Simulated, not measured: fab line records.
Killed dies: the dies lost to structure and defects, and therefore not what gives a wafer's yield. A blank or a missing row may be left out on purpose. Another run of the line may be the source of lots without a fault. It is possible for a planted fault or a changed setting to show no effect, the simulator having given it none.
Which of the tools did it? | flow nand harc | 43 wafers from 15 lots sampled at 4 of the route's 1159 steps

WHAT THE GAUGES READ, wafer by wafer
The record holds no reading of a measuring or inspecting step that can be judged against a usual standard deviation.

EACH LOT AND THE TOOL THAT RAN IT (in order: tool; ch and the chambers of the sampled wafers; start)
lot  | NHARC_A_CONTACT_ALD_18              | NHARC_A_BLC_DESCUM_15              | NHARC_A_BLC_ETCH_17                | NHARC_A_BLC_DEGAS_30
L349 | ald metal-03 ch 0,3, day 16 20:34   | rie diel-11 ch 0,1,3, day 16 22:42 | rie diel-11 ch 0,1,3, day 16 23:14 | pvd sputter-01, day 17 01:02
L352 | ald metal-03 ch 0,1,2, day 17 09:58 | rie diel-13 ch 0,2,3, day 17 12:17 | rie diel-13 ch 0,1,2, day 17 12:32 | pvd sputter-03, day 17 13:53
L354 | ald metal-03 ch 1,2, day 17 14:39   | rie diel-13 ch 0,1,2, day 17 16:51 | rie diel-13 ch 2,3, day 17 17:02   | pvd sputter-02, day 17 18:32
L350 | ald metal-04 ch 1,2,3, day 17 16:11 | rie diel-12 ch 0,1, day 17 19:59   | rie diel-12 ch 2,3, day 17 20:09   | pvd sputter-03, day 17 21:35
L353 | ald metal-01 ch 2,3, day 17 19:59   | rie diel-12 ch 0,1,2, day 18 01:45 | rie diel-12 ch 0,2,3, day 18 02:00 | pvd sputter-01, day 18 03:19
L355 | ald metal-03 ch 2,3, day 19 00:23   | rie diel-12 ch 1,2, day 19 03:07   | rie diel-12 ch 2,3, day 19 03:22   | pvd sputter-01, day 19 04:42
L356 | ald metal-04 ch 0,2, day 19 02:47   | rie diel-13 ch 0,1,2, day 19 04:57 | rie diel-13 ch 0,1, day 19 05:07   | pvd sputter-02, day 19 06:31
L358 | ald metal-04 ch 0,1,2, day 19 09:31 | rie diel-11 ch 2,3, day 19 11:47   | rie diel-11 ch 0,1,2, day 19 11:59 | pvd sputter-01, day 19 13:20
L357 | ald metal-01 ch 0,3, day 19 11:07   | rie diel-11 ch 1,3, day 19 13:11   | rie diel-11 ch 1,2,3, day 19 13:24 | pvd sputter-01, day 19 14:46
L360 | ald metal-01 ch 0,2, day 19 17:49   | rie diel-12 ch 0,2, day 19 20:44   | rie diel-12 ch 1,2,3, day 19 21:00 | pvd sputter-03, day 19 22:19
L364 | ald metal-03 ch 1,3, day 21 08:07   | rie diel-12 ch 1,3, day 21 15:22   | rie diel-12 ch 2,3, day 21 15:37   | pvd sputter-01, day 21 17:07
L368 | ald metal-04 ch 2,3, day 21 16:46   | rie diel-12 ch 1,3, day 21 21:56   | rie diel-12 ch 1,2, day 21 22:15   | pvd sputter-02, day 21 23:42
L369 | ald metal-01 ch 0,1,2, day 22 05:14 | rie diel-12 ch 0,1,3, day 22 10:38 | rie diel-12 ch 0,1,3, day 22 10:48 | pvd sputter-03, day 22 12:13
L370 | ald metal-03 ch 0,1,3, day 22 07:28 | rie diel-13 ch 1,2,3, day 22 11:48 | rie diel-13 ch 0,1,2, day 22 12:01 | pvd sputter-03, day 22 13:22
L372 | ald metal-03 ch 0,1, day 23 05:08   | rie diel-13 ch 0,1, day 23 12:10   | rie diel-13 ch 0,2, day 23 12:23   | pvd sputter-02, day 23 13:45
- NHARC_A_CONTACT_ALD_18: deposits TiN, target thk 3 nm, pulse time 1 s, ald cycles 150.
- NHARC_A_BLC_DESCUM_15: chemistry O2, time 3 s.
- NHARC_A_BLC_ETCH_17: etches the open film in N2/H2, target depth 390 nm, time 609.38 s.
- NHARC_A_BLC_DEGAS_30: time 60 s.

AS READ BY THE TOOLS THEMSELVES (means over the sampled wafers that have a number; for cases with no such wafer, the mark the record gives instead)
NHARC_A_CONTACT_ALD_18. Usual: heater power w 1090 W, standard deviation 140; precursor pulse height rel 0.999, standard deviation 0.018.
lot  | tool         | heater power w (W) | precursor pulse height rel | flag
L349 | ald metal-03 | 1167               | 0.990                      |
L352 | ald metal-03 | 1204               | 1.021                      |
L354 | ald metal-03 | 1121               | 0.995                      |
L350 | ald metal-04 | 1002               | 0.993                      |
L353 | ald metal-01 | 1218               | 0.993                      |
L355 | ald metal-03 | 979                | 1.011                      |
L356 | ald metal-04 | 974                | 0.992                      |
L358 | ald metal-04 | 1050               | 0.996                      |
L357 | ald metal-01 | 1011               | 0.988                      |
L360 | ald metal-01 | 1043               | 0.992                      |
L364 | ald metal-03 | 1122               | 0.992                      |
L368 | ald metal-04 | 974                | 0.983                      |
L369 | ald metal-01 | 1052               | 0.988                      |
L370 | ald metal-03 | 1193               | 1.000                      |
L372 | ald metal-03 | 1282               | 0.987                      |

NHARC_A_BLC_DESCUM_15. Usual: drypump motor current A 5.8 A, standard deviation 0.61; o2 flow sccm 200.0 sccm, standard deviation 0.6; oes product au 0.998 a.u., standard deviation 0.0076; rf vpp V 57.9 V, standard deviation 0.98; showerhead plenum p Torr 1.96 Torr, standard deviation 0.079; throttle valve pct 11.311 %, standard deviation 0.0089.
lot  | tool        | drypump motor current A (A) | o2 flow sccm (sccm) | oes product au (a.u.) | rf vpp V (V) | showerhead plenum p Torr (Torr) | throttle valve pct (%) | flag
L349 | rie diel-11 | 5.8                         | 200.2               | 1.007                 | 57.5         | 1.95                            | 11.316                 |
L352 | rie diel-13 | 5.8                         | 199.6               | 0.995                 | 57.9         | 1.94                            | 11.308                 |
L354 | rie diel-13 | 5.7                         | 199.9               | 0.995                 | 57.6         | 1.91                            | 11.315                 |
L350 | rie diel-12 | 6.7                         | 200.4               | 1.006                 | 58.3         | 2.04                            | 11.308                 |
L353 | rie diel-12 | 6.1                         | 199.7               | 1.000                 | 58.4         | 2.03                            | 11.319                 |
L355 | rie diel-12 | 6.1                         | 200.4               | 0.992                 | 60.0         | 2.04                            | 11.307                 |
L356 | rie diel-13 | 5.7                         | 199.5               | 1.003                 | 58.2         | 1.91                            | 11.312                 |
L358 | rie diel-11 | 5.4                         | 199.9               | 1.003                 | 57.2         | 2.00                            | 11.314                 |
L357 | rie diel-11 | 5.4                         | 199.7               | 1.010                 | 57.9         | 1.99                            | 11.320                 |
L360 | rie diel-12 | 6.1                         | 199.8               | 0.997                 | 58.9         | 2.03                            | 11.312                 |
L364 | rie diel-12 | 5.9                         | 200.9               | 0.997                 | 57.7         | 1.94                            | 11.313                 |
L368 | rie diel-12 | 5.9                         | 200.1               | 1.002                 | 58.0         | 1.94                            | 11.308                 |
L369 | rie diel-12 | 6.2                         | 200.4               | 0.999                 | 57.9         | 1.97                            | 11.306                 |
L370 | rie diel-13 | 5.7                         | 200.1               | 0.993                 | 57.6         | 1.92                            | 11.301                 |
L372 | rie diel-13 | 5.8                         | 200.2               | 0.994                 | 56.7         | 1.89                            | 11.309                 |

NHARC_A_BLC_ETCH_17. Usual: drypump motor current A 5.8 A, standard deviation 0.6; oes product au 0.996 a.u., standard deviation 0.0084; rf vpp V 431.6 V, standard deviation 2.7; run length s 630.7 s, standard deviation 0.56; showerhead plenum p Torr 2.08 Torr, standard deviation 0.088; throttle valve pct 14.171 %, standard deviation 0.01.
lot  | tool        | drypump motor current A (A) | oes product au (a.u.) | rf vpp V (V) | run length s (s) | showerhead plenum p Torr (Torr) | throttle valve pct (%) | flag
L349 | rie diel-11 | 5.8                         | 1.006                 | 432.2        | 630.5            | 2.08                            | 14.171                 |
L352 | rie diel-13 | 5.7                         | 0.987                 | 429.9        | 630.4            | 2.03                            | 14.156                 |
L354 | rie diel-13 | 5.9                         | 0.997                 | 431.6        | 630.4            | 2.09                            | 14.173                 |
L350 | rie diel-12 | 5.1                         | 0.995                 | 431.3        | 631.6            | 2.09                            | 14.167                 |
L353 | rie diel-12 | 5.7                         | 1.001                 | 431.4        | 631.2            | 2.09                            | 14.174                 |
L355 | rie diel-12 | 5.2                         | 1.002                 | 429.3        | 631.1            | 2.02                            | 14.175                 |
L356 | rie diel-13 | 5.7                         | 0.994                 | 429.3        | 630.8            | 2.00                            | 14.166                 |
L358 | rie diel-11 | 5.8                         | 1.010                 | 430.4        | 630.1            | 2.03                            | 14.170                 |
L357 | rie diel-11 | 5.4                         | 1.006                 | 431.0        | 630.7            | 2.08                            | 14.179                 |
L360 | rie diel-12 | 5.7                         | 0.989                 | 432.6        | 631.0            | 2.10                            | 14.179                 |
L364 | rie diel-12 | 5.2                         | 0.992                 | 430.4        | 511.7            | 2.05                            | 14.178                 | OFF
L368 | rie diel-12 | 5.8                         | 1.007                 | 434.0        | 511.1            | 2.17                            | 14.172                 | OFF
L369 | rie diel-12 | 6.2                         | 0.993                 | 432.8        | 551.1            | 2.10                            | 14.178                 | OFF
L370 | rie diel-13 | 5.6                         | 0.982                 | 429.8        | 630.5            | 2.03                            | 14.166                 |
L372 | rie diel-13 | 5.7                         | 0.989                 | 431.8        | 630.4            | 2.06                            | 14.177                 |

NHARC_A_BLC_DEGAS_30. Usual: heater power w reads 466 W (standard deviation 32).
lot  | tool           | heater power w (W) | flag
L349 | pvd sputter-01 | 471                |
L352 | pvd sputter-03 | 462                |
L354 | pvd sputter-02 | 471                |
L350 | pvd sputter-03 | 458                |
L353 | pvd sputter-01 | 464                |
L355 | pvd sputter-01 | 492                |
L356 | pvd sputter-02 | 460                |
L358 | pvd sputter-01 | 448                |
L357 | pvd sputter-01 | 466                |
L360 | pvd sputter-03 | 457                |
L364 | pvd sputter-01 | 468                |
L368 | pvd sputter-02 | 503                |
L369 | pvd sputter-03 | 484                |
L370 | pvd sputter-03 | 458                |
L372 | pvd sputter-02 | 476                |

THE ANSWER, worked out from the rows above alone
Rule: lot off if the mean of its wafers having a number is beyond 3 standard deviations from the usual mean. A lot without any number at a reading at which 4 lots or more have one is off too. All remaining lots with rows at the step are treated as sound. The gauges are gone through in route order, then the tools' own readings, and for those a lot's mean is taken as printed above. The first step at which some lot is off is used, and at that step the reading that is off furthest; a lot without a number counts as furthest.
Off: L364, L368, L369 (NHARC_A_BLC_ETCH_17, run length s).
If a tool, at that step or one of the process steps before it, ran each lot that is off and ran no sound lot following the first of them, it fits. One fits: NHARC_A_BLC_DESCUM_15 and NHARC_A_BLC_ETCH_17 on rie diel-12. At NHARC_A_BLC_DESCUM_15 its last sound lot is L360 (day 19 20:44), its first lot that is off L364 (day 21 15:22): a fault that began between those two fits.

WHAT WAS PUT IN BY THE SIMULATOR
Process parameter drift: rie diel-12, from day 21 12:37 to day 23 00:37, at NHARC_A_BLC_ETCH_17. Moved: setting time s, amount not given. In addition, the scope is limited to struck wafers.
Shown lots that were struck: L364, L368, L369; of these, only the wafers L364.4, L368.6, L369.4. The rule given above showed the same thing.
